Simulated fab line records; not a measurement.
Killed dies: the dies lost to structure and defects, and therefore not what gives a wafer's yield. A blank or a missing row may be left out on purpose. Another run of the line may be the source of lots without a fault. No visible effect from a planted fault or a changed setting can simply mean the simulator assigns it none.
Split-lot study ; flow n5 finfet ; on a route of 1938 steps: 7 lots, 21 wafers read

## SPLIT DETAILS
At N5_BEOL_M8_PECVD_70 (deposits SiO2 from TEOS/O2, target thk 20 nm, time 22.7 s), the setting temp c was moved away from the recipe's 400 C on 6 of the 21 wafers read, by -4.4% to +3.6%. All remaining wafers had this setting at the recipe value.

## FROM THE SPLIT TO THE READING: what the file shows between them, 4 steps
- N5_BEOL_M8_ETCH_65: etches SiARC in CF4, target depth 15.6 nm, time 26 s (also split here: source w)
- N5_BEOL_M8_ETCH_66: etches SOC in N2/H2, target depth 80 nm, overetch 16 nm, time 120 s
- N5_BEOL_M8_STRIP_69: strips in N2/H2
- N5_BEOL_M8_STRIP_80: strips in N2/H2, time 10 s

## THE READING
SiO2_of_BEOL_M8_PECVD_70.thk nm (the simulator's own value, which no gauge read), in nm, at N5_BEOL_M8_HM_STRIP_39 (strips TiN in peroxide tin strip, target depth 25 nm, time 158 s). The file does not state a usual value for it. The 15 wafers here that ran the recipe average 19.7 nm, standard deviation 0.24 nm.

wafer;tool, chamber at the split;temp c as run, C;against the recipe;SiO2_of_BEOL_M8_PECVD_70.thk nm, nm;against lot-mates on the recipe
L074.1;pecvd-04, 1;400;recipe;19.8;-
L074.2;pecvd-04, 0;409.4;+2.3%;18.2;-1.7
L074.4;pecvd-04, 1;400;recipe;20;-
L081.3;pecvd-01, 0;414.3;+3.6%;17.6;-1.9
L081.4;pecvd-01, 1;400;recipe;19.4;-
L081.6;pecvd-01, 0;400;recipe;19.6;-
L083.1;pecvd-01, 2;400;recipe;19.8;-
L083.5;pecvd-01, 2;400;recipe;20;-
L083.6;pecvd-01, 0;400;recipe;20;-
L091.3;pecvd-01, 1;400;recipe;19.6;-
L091.4;pecvd-01, 0;400;recipe;20.2;-
L091.5;pecvd-01, 1;382.5;-4.4%;22;+2.1
L092.1;pecvd-02, 0;409.2;+2.3%;18.2;-1.6
L092.3;pecvd-02, 0;400;recipe;19.8;-
L092.4;pecvd-02, 2;409.2;+2.3%;19;-0.8
L095.1;pecvd-01, 1,0;400;recipe;19.4;-
L095.3;pecvd-01, 1,0;400;recipe;19.4;-
L095.5;pecvd-01, 1;389.8;-2.5%;20.8;+1.4
L097.1;pecvd-04, 0,1;400;recipe;19.6;-
L097.3;pecvd-04, 0,1;400;recipe;19.6;-
L097.2;pecvd-04, 2;400;recipe;19.8;-
If several chambers appear in one row, that row covers several wafers at once and the file leaves open which wafer was in which chamber.

FIT RESULTS
A straight line over all 21 wafers: SiO2_of_BEOL_M8_PECVD_70.thk nm changes by -0.531 nm for each +1% of temp c; r = -0.96; the points scatter about the line by 0.27 nm.
The same after taking each lot's own level away (the mean of its wafers on the recipe; 21 wafers): -0.531 nm for each +1%; r = -0.97; scatter 0.21 nm.
On that fit, the largest move of temp c shifts the reading by 2.3 nm.
Measured against the standard deviation above, the lots' own levels, which go from 19.40 to 19.93 nm, span 2.2 times it.
Consequently the slope shifts little with the lot-to-lot level, the two slopes agreeing.
Check: for one of the wafers moved furthest among these (-4.4%), held out of the fit, the line's prediction against its lot-mates is +2.44 nm. Against them it came out at +2.1 nm.

## FURTHER SPLITS ON THESE WAFERS
Note: prior to the reading, these wafers also went through further splits. Each is held against what the fit with the lots' levels taken away leaves over:
other split on the same wafers;wafers away from the commonest value;r with SiO2_of_BEOL_M8_PECVD_70.thk nm (lot level and that fit taken away)
N5_BEOL_M7_EXPOSE_08 dose mj;8;-0.21
N5_BEOL_M7_STRIP_19 pressure mtorr;15;-0.18
N5_BEOL_M8_ETCH_65 source w;4;+0.30

## THE WHOLE CHAIN: every reading that the file lists as answering this split, in the file's order
step;what it does;reading;change (the file's fit);r (the file's)
N5_BEOL_M8_PECVD_70;deposits SiO2 from TEOS/O2, target thk 20 nm, time 22.7 s;SiO2_of_BEOL_M8_PECVD_70.thk nm (the simulator's own value, which no gauge read);-0.557 nm for each +1% of the setting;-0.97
N5_BEOL_M8_HM_STRIP_39;strips TiN in peroxide tin strip, target depth 25 nm, time 158 s;SiO2_of_BEOL_M8_PECVD_70.thk nm (the simulator's own value, which no gauge read);-0.534 nm for each +1% of the setting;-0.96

## FILE'S OWN FIT
SiO2_of_BEOL_M8_PECVD_70.thk nm changes by -0.534 nm for each +1% of temp c, r = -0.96.
